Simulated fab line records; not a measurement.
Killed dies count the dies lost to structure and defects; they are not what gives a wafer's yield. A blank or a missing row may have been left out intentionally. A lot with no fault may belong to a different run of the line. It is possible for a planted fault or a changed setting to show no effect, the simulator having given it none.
fab line records	flow n5_finfet
record lots=5	wafers=15	last_day=17
route steps=1938 shown BEOL_M11@1542
lots untouched by any fault: they come from a run of this same line in which no faults occurred
start_h: start of the lot's first displayed wafer, in hours after the record's first day	wait_h: hours elapsed since this lot's preceding step	" unchanged from the row above	L1.1+2: several wafers, shown together as one row	- no value present, or no start provided	* or withheld: withheld	< > ~ a bound
route shown NAME@n: a module of which the file shows steps, and the number in the route of the first	usual: mean/standard deviation of fault-free wafers	same: alike in all rows	chamber/n: place in a boat	sites: per-site readings	_std_site: the values' standard deviation	_edge_site: inner sites' mean taken away from outer sites' mean	radius_mm: how far each site lies from the wafer's centre	mask NAME#n: copy n	behind: the most recent tool/chamber to have shaped the wafer	hold: cause of the lot's hold/its duration in hours/its outcome	device: which transistor (n, p or np) failed to switch	end of line: the tests these same wafers got at the end of their route	for a step that has no rows: nothing shown but its recipe	killed: dies lost to structure and defects at the first sort, not the wafer's yield	map: a wafer's dies, marking killed ones x, the rest . and places with no die _
set.NAME: the setting the step ran with; set.NAME@STEP: the setting that earlier step ran with	model.NAME: the simulator's own value behind a step, which no gauge read
lots at selected steps of the route; one table per step, one row per wafer
services: a tool's chamber out of use, with start hour (start_h, from the record's first day; less than 0 if before it), hours out, and reason
## steps
# step N5_BEOL_M11_COAT_60
# recipe resist=SiARC	temp_c=220	time_s=60	spin_rpm=1500	resist_thk_nm=30
# step N5_BEOL_M11_COAT_05
# recipe resist=CAR-ArF	spin_rpm=1500	resist_thk_nm=90
# step N5_BEOL_M11_EBR_07
# recipe solvent=PGMEA	ebr_width_mm=1.5
# step N5_BEOL_M11_SOFTBAKE_06
# recipe temp_c=110	time_s=60	resist=CAR-ArF
# step N5_BEOL_M11_EXPOSE_08
# recipe mask_id=M11	na=1.35	source_shape=dipole	sigma_inner=0.411	sigma_outer=0.611	polarization=te	dose_mj=53.75
# step N5_BEOL_M11_PEB_09
# recipe peb_temp_c=withheld	peb_time_s=60	resist=CAR-ArF
# step N5_BEOL_M11_DEVELOP_10
# recipe develop_time_s=30	developer=TMAH	resist=CAR-ArF	rinse_liquid=diw	dry=air_spin	dev_temp_c=23
# step N5_BEOL_M11_CD_MEAS_11
# recipe target_cd_nm=64.1	landing_energy_ev=500	detector=se_inlens	polarity=opening
# usual cd_nm=64.0/0.56
lot.wafer	tool	chamber	start_h	wait_h	cd_nm
L934.2	cd_sem-03	0	260.38	-	62.7
L934.3	"	0	"	"	62.7
L934.6	"	0	"	"	63.1
L935.1	cd_sem-03	0	294.36	-	64.0
L935.3	"	0	"	"	63.8
L935.5	"	0	"	"	63.6
L942.2	cd_sem-02	0	328.62	-	63.1
L942.5	"	0	"	"	62.5
L942.6	"	0	"	"	63.6
L948.2	cd_sem-01	0	356.00	-	63.3
L948.3	"	0	"	"	63.1
L948.6	"	0	"	"	63.3
L951.1	cd_sem-03	0	368.90	-	64.0
L951.2	"	0	"	"	63.8
L951.4	"	0	"	"	63.8
# step N5_BEOL_M11_OVL_MEAS_12
# recipe points_per_wafer=44
# usual M11_OVL=0.3/0.71
lot.wafer	tool	chamber	start_h	wait_h	M11_OVL[nm]
L934.2	overlay-02	0	260.41	0.0	0.6
L934.3	"	0	"	"	-0.4
L934.6	"	0	"	"	0.8
L935.1	overlay-02	0	294.39	0.0	-0.4
L935.3	"	0	"	"	0.7
L935.5	"	0	"	"	0.7
L942.2	overlay-02	0	328.65	0.0	0.4
L942.5	"	0	"	"	1.0
L942.6	"	0	"	"	0.1
L948.2	overlay-01	0	356.03	0.0	0.1
L948.3	"	0	"	"	-0.4
L948.6	"	0	"	"	-0.3
L951.1	overlay-01	0	368.93	0.0	-0.4
L951.2	"	0	"	"	0.5
L951.4	"	0	"	"	1.0
# step N5_BEOL_M11_INSPECT_13
# recipe mode=adi	inspect_instrument=brightfield
# usual raw_defect_count=462/100
lot.wafer	tool	chamber	start_h	wait_h	raw_defect_count
L934.2	defect_inspect-02	-	260.43	0.0	607
L934.3	"	-	"	"	469
L934.6	"	-	"	"	510
L935.1	defect_inspect-01	-	294.42	0.0	681
L935.3	"	-	"	"	460
L935.5	"	-	"	"	415
L942.2	defect_inspect-02	-	328.67	0.0	384
L942.5	"	-	"	"	769
L942.6	"	-	"	"	555
L948.2	defect_inspect-01	-	356.05	0.0	460
L948.3	"	-	"	"	496
L948.6	"	-	"	"	482
L951.1	defect_inspect-01	-	368.95	0.0	439
L951.2	"	-	"	"	336
L951.4	"	-	"	"	498
# step N5_BEOL_M11_DESCUM_16
# recipe chemistry=O2	time_s=7.9	source_power_w=50	bias_power_w=20	pressure_mtorr=20	rf_frequency_hz=2.712e+07	temp_c=40	resist=CAR-ArF	o2_flow_sccm=225
# usual drypump_motor_current_A=5.8/0.53	oes_product_au=0.79/0.1	rf_vpp_V=243.1/1.4	showerhead_plenum_p_Torr=2.09/0.071	temp_c=40.01/0.11	throttle_valve_pct=20.49/0.27
# same time_s=7.9
lot.wafer	tool	chamber	start_h	wait_h	drypump_motor_current_A	oes_product_au	rf_hours_counter_h	rf_vpp_V	showerhead_plenum_p_Torr	temp_c	throttle_valve_pct
L934.2	rie_diel-04	0	260.47	0.0	6.1	0.70	207	242.1	2.08	40.15	20.62
L934.3	"	1	"	"	6.6	0.75	187	241.5	2.00	39.98	20.64
L934.6	"	2	"	"	5.5	0.73	-	242.8	2.17	40.08	20.55
L935.1	rie_diel-02	3	294.45	0.0	4.8	0.70	219	241.7	2.07	40.01	20.71
L935.3	"	2	"	"	5.7	0.72	168	242.3	2.10	40.13	20.31
L935.5	"	3	"	"	4.8	0.71	-	243.1	2.07	40.23	20.71
L942.2	rie_diel-02	2	328.74	0.1	5.6	0.73	181	243.2	2.09	40.18	20.32
L942.5	"	3	"	"	4.8	0.70	-	242.3	2.07	39.80	20.75
L942.6	"	0	"	"	6.0	0.98	-	243.6	2.05	39.98	20.50
L948.2	rie_diel-04	1	356.36	0.3	6.6	0.73	216	241.2	1.99	39.96	20.68
L948.3	"	3	"	"	5.7	0.89	40	244.6	2.22	39.98	20.51
L948.6	"	1	"	"	6.6	0.72	-	241.5	1.99	40.10	20.68
L951.1	rie_diel-05	2	369.12	0.2	5.5	0.85	51	241.0	2.03	39.91	20.07
L951.2	"	1	"	"	6.7	0.99	0	242.5	2.05	39.91	20.30
L951.4	"	2	"	"	5.5	0.85	-	242.4	2.03	39.93	20.08
# step N5_BEOL_M11_ETCH_61
# recipe chemistry=CF4	target=SiARC	target_depth_a=390	mask_material=CAR-ArF	time_s=65	ion_energy_ev=80	pressure_mtorr=40	source_w=545	bias_w=36	Ar_flow_sccm=100	cf4_flow_sccm=100	ends=cleared
# usual drypump_motor_current_A=5.8/0.53	etch_rf_on_time_s=64.8/0.88	oes_product_au=0.67/0.089	rf_vpp_V=184.1/1.2	showerhead_plenum_p_Torr=2.15/0.071	throttle_valve_pct=15.69/0.27
lot.wafer	tool	chamber	start_h	wait_h	drypump_motor_current_A	etch_rf_on_time_s	oes_product_au	rf_hours_counter_h	rf_vpp_V	showerhead_plenum_p_Torr	throttle_valve_pct
L934.2	rie_diel-04	0	260.50	0.0	6.1	65.5	0.59	207	183.2	2.13	15.85
L934.3	"	1	"	"	6.6	64.1	0.64	187	182.2	2.05	15.81
L934.6	"	2	"	"	5.5	64.7	0.63	-	185.5	2.22	15.74
L935.1	rie_diel-02	3	294.49	0.0	4.7	64.6	0.61	219	183.5	2.12	15.92
L935.3	"	2	"	"	5.6	64.6	0.62	168	184.4	2.14	15.48
L935.5	"	3	"	"	4.7	64.3	0.62	-	184.4	2.12	15.91
L942.2	rie_diel-02	2	328.77	0.0	5.6	65.9	0.61	181	183.0	2.13	15.50
L942.5	"	3	"	"	4.7	65.4	0.60	-	184.3	2.12	15.95
L942.6	"	0	"	"	6.0	64.4	0.83	-	184.5	2.11	15.60
L948.2	rie_diel-04	1	356.40	0.0	6.5	64.5	0.61	216	181.5	2.04	15.88
L948.3	"	3	"	"	5.7	64.3	0.76	40	186.2	2.27	15.62
L948.6	"	1	"	"	6.6	64.8	0.62	-	183.0	2.04	15.88
L951.1	rie_diel-05	2	369.15	0.0	5.5	65.1	0.71	51	184.2	2.09	15.27
L951.2	"	1	"	"	6.7	64.5	0.85	0	184.8	2.11	15.48
L951.4	"	2	"	"	5.5	64.8	0.72	-	184.3	2.09	15.27
# step N5_BEOL_M11_ETCH_62
# recipe chemistry=N2/H2	target=SOC	target_depth_a=1100	overetch_a=220	mask_material=SiARC	temp_c=40	time_s=165	ion_energy_ev=200	pressure_mtorr=30	source_w=840	bias_w=150	n2_flow_sccm=200	h2_flow_sccm=200
# usual drypump_motor_current_A=5.8/0.52	oes_product_au=0.67/0.084	rf_vpp_V=524.0/2.5	showerhead_plenum_p_Torr=2.55/0.088	temp_c=40.02/0.11	throttle_valve_pct=17.89/0.26
# same time_s=165
lot.wafer	tool	chamber	start_h	wait_h	drypump_motor_current_A	oes_product_au	rf_hours_counter_h	rf_vpp_V	showerhead_plenum_p_Torr	temp_c	throttle_valve_pct	model.SiARC_of_BEOL_M11_COAT_60.thk_nm	model.BEOL_M11.cd_offset_nm
L934.2	rie_diel-04	0	260.55	0.0	6.1	0.60	207	522.7	2.51	39.99	17.87	23.4	-1.4
L934.3	"	1	"	"	6.6	0.63	188	520.8	2.43	40.09	18.09	23.6	-1.4
L934.6	"	2	"	"	5.5	0.63	-	525.8	2.63	39.98	17.91	23.4	-0.8
L935.1	rie_diel-02	3	294.54	0.0	4.7	0.60	219	523.9	2.52	40.03	18.13	23.4	-0.4
L935.3	"	2	"	"	5.6	0.62	168	523.5	2.54	40.10	17.67	23.4	-0.4
L935.5	"	3	"	"	4.7	0.60	-	522.8	2.52	39.99	18.11	23.6	-0.4
L942.2	rie_diel-02	2	328.82	0.0	5.6	0.61	181	523.6	2.54	39.94	17.70	23.4	-1
L942.5	"	3	"	"	4.8	0.59	-	523.0	2.51	40.15	18.15	20.8	0.2
L942.6	"	0	"	"	6.1	0.81	-	524.6	2.50	39.94	17.94	23.6	-0.8
L948.2	rie_diel-04	1	356.45	0.0	6.6	0.61	217	520.6	2.41	39.88	18.15	23.6	-0.6
L948.3	"	3	"	"	5.6	0.75	40	527.6	2.69	39.99	17.80	23.4	-0.6
L948.6	"	1	"	"	6.6	0.61	-	518.9	2.41	39.92	18.16	23.6	-0.6
L951.1	rie_diel-05	2	369.20	0.0	5.5	0.71	52	522.0	2.48	40.03	17.62	23.4	-0.2
L951.2	"	1	"	"	6.7	0.84	0	522.2	2.49	39.85	17.65	23.4	-0.6
L951.4	"	2	"	"	5.5	0.71	-	522.2	2.48	40.02	17.60	23.6	-0.4
# step N5_BEOL_M11_STRIP_68
# recipe chemistry=N2/H2	temp_c=40	n2_flow_sccm=200	h2_flow_sccm=200	rf_frequency_hz=6e+07
# step N5_BEOL_M11_STRIP_67
# recipe chemistry=CF4	resist=SiARC	power_w=300	bias_power_w=75	pressure_mtorr=50	cf4_flow_sccm=150	rf_frequency_hz=6e+07
# usual drypump_motor_current_A=5.7/0.51	oes_product_au=0.79/0.099	rf_vpp_V=271.1/1.5	showerhead_plenum_p_Torr=1.80/0.059	throttle_valve_pct=13.65/0.29
lot.wafer	tool	chamber	start_h	wait_h	drypump_motor_current_A	oes_product_au	rf_hours_counter_h	rf_vpp_V	showerhead_plenum_p_Torr	throttle_valve_pct
L934.2	rie_diel-04	0	260.70	0.0	6.1	0.70	207	270.1	1.78	13.82
L934.3	"	1	"	"	6.6	0.75	188	267.8	1.72	13.82
L934.6	"	2	"	"	5.5	0.74	-	271.2	1.86	13.77
L935.1	rie_diel-02	3	294.68	0.0	4.7	0.71	219	270.9	1.78	13.90
L935.3	"	2	"	"	5.6	0.73	168	271.1	1.79	13.48
L935.5	"	3	"	"	4.7	0.71	-	270.4	1.77	13.90
L942.2	rie_diel-02	2	328.97	0.0	5.6	0.72	181	271.7	1.79	13.49
L942.5	"	3	"	"	4.8	0.70	-	271.0	1.77	13.93
L942.6	"	0	"	"	6.0	0.95	-	269.5	1.77	13.53
L948.2	rie_diel-04	1	356.59	0.0	6.5	0.72	217	269.3	1.71	13.85
L948.3	"	3	"	"	5.6	0.89	40	272.2	1.90	13.55
L948.6	"	1	"	"	6.5	0.72	-	269.9	1.71	13.87
L951.1	rie_diel-05	2	369.35	0.0	5.5	0.83	52	268.3	1.75	13.26
L951.2	"	1	"	"	6.6	0.98	1	271.1	1.77	13.43
L951.4	"	2	"	"	5.5	0.84	-	271.2	1.75	13.26
# step N5_BEOL_M11_HM_OPEN_17
# recipe chemistry=Cl2/BCl3	target_depth_a=200	overetch_a=60	target=TiN	mask_material=SOC	ion_energy_ev=150	pressure_mtorr=10	icp_w=1000	bias_w=126	Cl2_flow_sccm=53.25	bcl3_flow_sccm=21.75	Ar_flow_sccm=25
# usual drypump_motor_current_A=5.9/0.41	oes_product_au=0.64/0.061	throttle_valve_pct=22.01/0.14
lot.wafer	tool	chamber	start_h	wait_h	drypump_motor_current_A	oes_product_au	rf_hours_counter_h	throttle_valve_pct	model.BEOL_M11.cd_offset_nm
L934.2	rie_metal-03	1	260.74	0.0	5.9	0.70	25	21.98	-1.4
L934.3	"	1	"	"	5.9	0.70	-	21.97	-1.2
L934.6	"	1	"	"	5.9	0.71	-	21.99	-0.8
L935.1	rie_metal-02	0	294.72	0.0	6.5	0.58	83	22.00	-0.4
L935.3	"	1	"	"	6.3	0.62	-	21.97	-0.4
L935.5	"	1	"	"	6.3	0.62	-	21.96	-0.4
L942.2	rie_metal-01	1	329.01	0.0	5.3	0.63	57	21.89	-1
L942.5	"	1	"	"	5.3	0.63	-	21.89	0.2
L942.6	"	0	"	"	5.8	0.72	-	21.94	-0.6
L948.2	rie_metal-02	0	356.64	0.0	6.5	0.57	88	22.03	-0.6
L948.3	"	1	"	"	6.3	0.61	-	21.98	-0.6
L948.6	"	1	"	"	6.3	0.61	-	21.97	-0.6
L951.1	rie_metal-02	1	369.39	0.0	6.3	0.60	67	22.00	0
L951.2	"	0	"	"	6.6	0.57	89	22.03	-0.4
L951.4	"	0	"	"	6.5	0.57	-	22.02	-0.4
# step N5_BEOL_M11_STRIP_19
# recipe chemistry=O2	power_w=400	temp_c=40	pressure_mtorr=30	rf_frequency_hz=6e+07	bias_power_w=0	overash_fraction=0.2	o2_flow_sccm=225
# usual drypump_motor_current_A=5.7/0.53	oes_product_au=0.79/0.1	rf_vpp_V=3.5/0.63	showerhead_plenum_p_Torr=2.09/0.064	temp_c=40.00/0.11	throttle_valve_pct=16.70/0.29
lot.wafer	tool	chamber	start_h	wait_h	drypump_motor_current_A	oes_product_au	rf_hours_counter_h	rf_vpp_V	showerhead_plenum_p_Torr	temp_c	throttle_valve_pct
L934.2	rie_diel-05	3	260.85	0.1	5.6	0.70	222	4.7	2.07	40.11	17.23
L934.3	"	1	"	"	6.7	0.70	231	3.8	2.06	39.97	16.95
L934.6	"	1	"	"	6.7	0.69	-	4.7	2.06	40.13	16.95
L935.1	rie_diel-02	2	294.89	0.1	5.6	0.73	168	3.6	2.10	39.71	16.57
L935.3	"	1	"	"	5.9	0.89	42	4.4	2.22	39.97	16.29
L935.5	"	1	"	"	5.9	0.89	-	3.7	2.21	40.25	16.27
L942.2	rie_diel-02	0	329.12	0.1	6.0	0.98	2	3.0	2.06	40.12	16.68
L942.5	"	1	"	"	5.9	0.86	-	4.1	2.21	40.06	16.30
L942.6	"	0	"	"	6.0	0.97	-	2.8	2.06	39.93	16.66
L948.2	rie_diel-02	3	356.75	0.1	4.7	0.69	241	3.6	2.07	40.06	17.02
L948.3	"	1	"	"	5.9	0.85	65	3.3	2.21	40.15	16.33
L948.6	"	1	"	"	5.9	0.85	-	2.9	2.21	40.15	16.32
L951.1	rie_diel-05	0	369.50	0.1	5.4	0.94	12	2.5	2.05	40.10	16.45
L951.2	"	2	"	"	5.5	0.85	52	3.6	2.04	40.15	16.31
L951.4	"	2	"	"	5.5	0.85	-	3.5	2.04	40.15	16.32
## services
tool	chamber	start_h	hours	kind
rie_metal-03	1	239.02	11.6	repair
rie_metal-03	-	258.26	0.4	repair
rie_diel-02	3	267.45	4.0	repair
rie_diel-02	-	275.75	2.8	pm
rie_metal-01	0	302.31	5.3	repair
rie_diel-02	0	303.00	-	clean
rie_diel-02	0	303.00	-	consumable_replace:focus_ring
rie_diel-02	0	303.00	19.1	scheduled_down
rie_diel-02	0	303.00	19.1	vent_cycle
rie_diel-05	0	325.56	-	clean
rie_diel-05	0	325.56	-	consumable_replace:focus_ring
rie_diel-05	0	325.56	16.5	scheduled_down
rie_diel-05	0	325.56	16.5	vent_cycle
rie_diel-05	1	347.76	-	clean
rie_diel-05	1	347.76	-	consumable_replace:focus_ring
rie_diel-05	1	347.76	19.1	scheduled_down
rie_diel-05	1	347.76	19.1	vent_cycle
rie_metal-03	0	355.51	-	clean
rie_metal-03	0	355.51	17.4	scheduled_down
rie_metal-01	1	362.21	3.6	repair
rie_diel-05	3	368.40	-	clean
rie_diel-05	3	368.40	-	consumable_replace:focus_ring
rie_diel-05	3	368.40	15.5	scheduled_down
rie_diel-05	3	368.40	15.5	vent_cycle
## key
first_sign none at tools or gauges
model_effect step=N5_BEOL_M11_ETCH_62	value=SiARC_of_BEOL_M11_COAT_60.thk_nm	without=23.6	struck=20.8
model_effect step=N5_BEOL_M11_HM_OPEN_17	value=BEOL_M11.cd_offset_nm	without=-1.2	struck=0.2
met_at N5_BEOL_M11_ETCH_62
struck_wafers L942.5
onset_between 294.54 328.82
fault kind=process_parameter_drift	tool=rie_diel-02	chamber=3	onset_h=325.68	steps=N5_BEOL_M11_ETCH_62	channel=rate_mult	offset=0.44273	shape=step	end_h=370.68
